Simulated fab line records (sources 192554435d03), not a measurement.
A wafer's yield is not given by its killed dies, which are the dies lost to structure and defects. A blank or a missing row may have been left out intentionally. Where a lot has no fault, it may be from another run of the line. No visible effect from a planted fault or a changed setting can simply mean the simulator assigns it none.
Chamber matching    flow n5-finfet    4 sister chambers for N5_BEOL_M8_STRIP_36 on rie-diel-02
The step strips in N2/H2. 18 wafers are shown with their chamber, then 9 later ones without.

WAFERS PAIRED WITH THEIR CHAMBERS
wafer   chamber  showerhead-plenum-p-Torr (Torr)  oes-product-au (a.u.)  drypump-motor-current-A (A)
L076.2  1        2.69                             0.90                   6.30
L076.4  2        2.42                             0.75                   6.19
L076.6  2        2.42                             0.74                   6.17
L079.1  2        2.42                             0.73                   6.17
L079.4  1        2.69                             0.87                   6.25
L079.6  2        2.42                             0.74                   6.21
L080.1  0        2.46                             0.79                   6.26
L080.4  3        2.60                             0.86                   6.11
L080.6  2        2.42                             0.73                   6.18
L084.1  0        2.46                             0.80                   6.31
L084.2  1        2.69                             0.86                   6.29
L084.5  0        2.46                             0.79                   6.28
L083.3  3        2.59                             0.85                   6.09
L083.5  0        2.45                             0.79                   6.31
L083.6  1        2.68                             0.86                   6.29
L085.2  2        2.41                             0.73                   6.14
L085.4  3        2.59                             0.84                   6.15
L085.5  2        2.41                             0.73                   6.14

SIGNATURES (means of the wafers above)
reading                   chamber 0  chamber 1  chamber 2  chamber 3  scatter within a chamber
showerhead-plenum-p-Torr  2.4575     2.6875     2.4171     2.5933     0.00507
oes-product-au            0.7925     0.8725     0.7357     0.8500     0.0111
drypump-motor-current-A   6.2900     6.2825     6.1714     6.1167     0.0254
Rule: distance of a wafer from a chamber = root of the sum over the readings of ((wafer's reading minus chamber's mean) / reading's scatter) squared. If the next closest chamber is less than 2 further off than the closest, the wafer can't be placed; otherwise it belongs to the closest. The scatter: take each reading less its chamber's mean, square it, sum over the shown wafers, divide by the number of wafers less the number of chambers, and take the root.

WAFERS WITH NO CHAMBER GIVEN
wafer   showerhead-plenum-p-Torr (Torr)  oes-product-au (a.u.)  drypump-motor-current-A (A)
L087.3  2.45                             0.78                   6.27
L087.4  2.68                             0.84                   6.30
L087.6  2.59                             0.84                   6.16
L089.1  2.59                             0.82                   6.14
L089.4  2.41                             0.72                   6.13
L089.6  2.41                             0.71                   6.10
L092.1  2.67                             0.80                   6.30
L092.4  2.40                             0.70                   6.16
L092.5  2.40                             0.71                   6.19

WHICH CHAMBER EACH WENT THROUGH
wafer   from the rows above  in truth
L087.3  0                    0
L087.4  1                    1
L087.6  3                    3
L089.1  3                    3
L089.4  2                    2
L089.6  2                    2
L092.1  1                    1
L092.4  2                    2
L092.5  2                    2
Placed correctly: 9 of 9. Number that these rows cannot place: 0. Number placed wrongly: 0.
